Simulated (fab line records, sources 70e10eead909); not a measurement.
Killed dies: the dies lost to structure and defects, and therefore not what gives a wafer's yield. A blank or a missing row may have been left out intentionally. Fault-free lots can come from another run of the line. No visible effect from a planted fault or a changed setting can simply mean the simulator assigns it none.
Shared-tool check | flow nandHarc | 14 lots, 42 wafers sampled

== WHY THIS WAS OPENED ==
On 2 of the 14 lots, a flag is raised at NHARC_A_ONON_D1_THK_MEAS_18 on the reading thkNm. No-fault wafers: 1002 nm, standard deviation 8.3.
Rule: a lot gets a flag if all its wafers with a number sit over 4 standard deviations from that mean, or if no wafer of it has a number. The other lots count as sound.

lot  | measured     | on           | thkNm (nm), wafer by wafer | flag
L673 | day 8 20:25  | filmMetro-01 | 1005 1002 1003             | 
L675 | day 9 22:43  | filmMetro-01 | 995 997 995                | 
L676 | day 9 22:43  | filmMetro-02 | 1009 1012 1010             | 
L677 | day 10 07:45 | filmMetro-02 | 998 997 996                | 
L678 | day 10 16:05 | filmMetro-01 | 1011 1011 1010             | 
L679 | day 11 01:32 | filmMetro-02 | 1003 1006 1006             | 
L682 | day 12 09:29 | filmMetro-02 | 996 998 997                | 
L687 | day 14 06:47 | filmMetro-02 | 1583 1583 1582             | FLAGGED
L685 | day 14 07:08 | filmMetro-02 | 1579 1580 1580             | FLAGGED
L688 | day 14 23:04 | filmMetro-01 | 995 994 994                | 
L689 | day 15 06:58 | filmMetro-02 | 999 1002 1002              | 
L692 | day 16 18:52 | filmMetro-01 | 994 993 994                | 
L694 | day 17 03:25 | filmMetro-01 | 1019 1016 1017             | 
L695 | day 17 21:40 | filmMetro-01 | 1010 1012 1013             | 
Average over the flagged lots: 1581 nm; offset from the usual +579 nm, equal to +70 standard deviations.

== TOOL THAT RAN EACH LOT ==
The record keeps 1 process step preceding the reading, out of 1302 steps on the route. Cell contents, in order: the tool; ch with the chambers the sampled wafers went through; the start.
lot  | flag    | NHARC_A_ONON_D1_DEP_16
L673 |         | pecvdOnon-04 ch 0, day 8 19:55
L675 |         | pecvdOnon-04 ch 0, day 9 22:16
L676 |         | pecvdOnon-02 ch 0, day 9 22:13
L677 |         | pecvdOnon-03 ch 0, day 10 07:14
L678 |         | pecvdOnon-04 ch 0, day 10 15:34
L679 |         | pecvdOnon-03 ch 0, day 11 01:01
L682 |         | pecvdOnon-03 ch 0, day 12 08:58
L687 | FLAGGED | pecvdOnon-03 ch 0, day 14 06:17
L685 | FLAGGED | pecvdOnon-03 ch 0, day 14 06:38
L688 |         | pecvdOnon-02 ch 0, day 14 22:40
L689 |         | pecvdOnon-04 ch 0, day 15 06:27
L692 |         | pecvdOnon-04 ch 0, day 16 18:22
L694 |         | pecvdOnon-02 ch 0, day 17 02:54
L695 |         | pecvdOnon-03 ch 0, day 17 21:10
What is done by these steps:
- NHARC_A_ONON_D1_DEP_16: target thk 1000 nm.
- NHARC_A_ONON_D1_THK_MEAS_18: measures by ellipsometry.

== FLAGGED OVER TOTAL, TOOL BY TOOL (the gauges that took the reading come last) ==
step                        | tool         | lots run | flagged | share of the flagged lots | sound lots run after its first flagged lot
NHARC_A_ONON_D1_DEP_16      | pecvdOnon-02 | 3        | 0       | none                      | -
NHARC_A_ONON_D1_DEP_16      | pecvdOnon-03 | 6        | 2       | all                       | 1 (L695)
NHARC_A_ONON_D1_DEP_16      | pecvdOnon-04 | 5        | 0       | none                      | -
NHARC_A_ONON_D1_THK_MEAS_18 | filmMetro-01 | 7        | 0       | none                      | -
NHARC_A_ONON_D1_THK_MEAS_18 | filmMetro-02 | 7        | 2       | all                       | 1 (L689)

== WHAT THE TABLE ALLOWS ==
Table rows that saw every flagged lot: 2, namely pecvdOnon-03 at NHARC_A_ONON_D1_DEP_16 and filmMetro-02 at NHARC_A_ONON_D1_THK_MEAS_18.
- pecvdOnon-03 at NHARC_A_ONON_D1_DEP_16: 2 of its 6 lots flagged. Lots that were sound ran on it after the first flagged one (L695); a persistent fault on the entire tool would not allow that.
- filmMetro-02 at NHARC_A_ONON_D1_THK_MEAS_18: 2 of its 7 lots flagged. Lots that were sound ran on it after the first flagged one (L689); a persistent fault on the entire tool would not allow that.
None of the table's rows ran every flagged lot and, after the first, no sound lot.

== WHAT HAD BEEN PUT IN BY THE SIMULATOR ==
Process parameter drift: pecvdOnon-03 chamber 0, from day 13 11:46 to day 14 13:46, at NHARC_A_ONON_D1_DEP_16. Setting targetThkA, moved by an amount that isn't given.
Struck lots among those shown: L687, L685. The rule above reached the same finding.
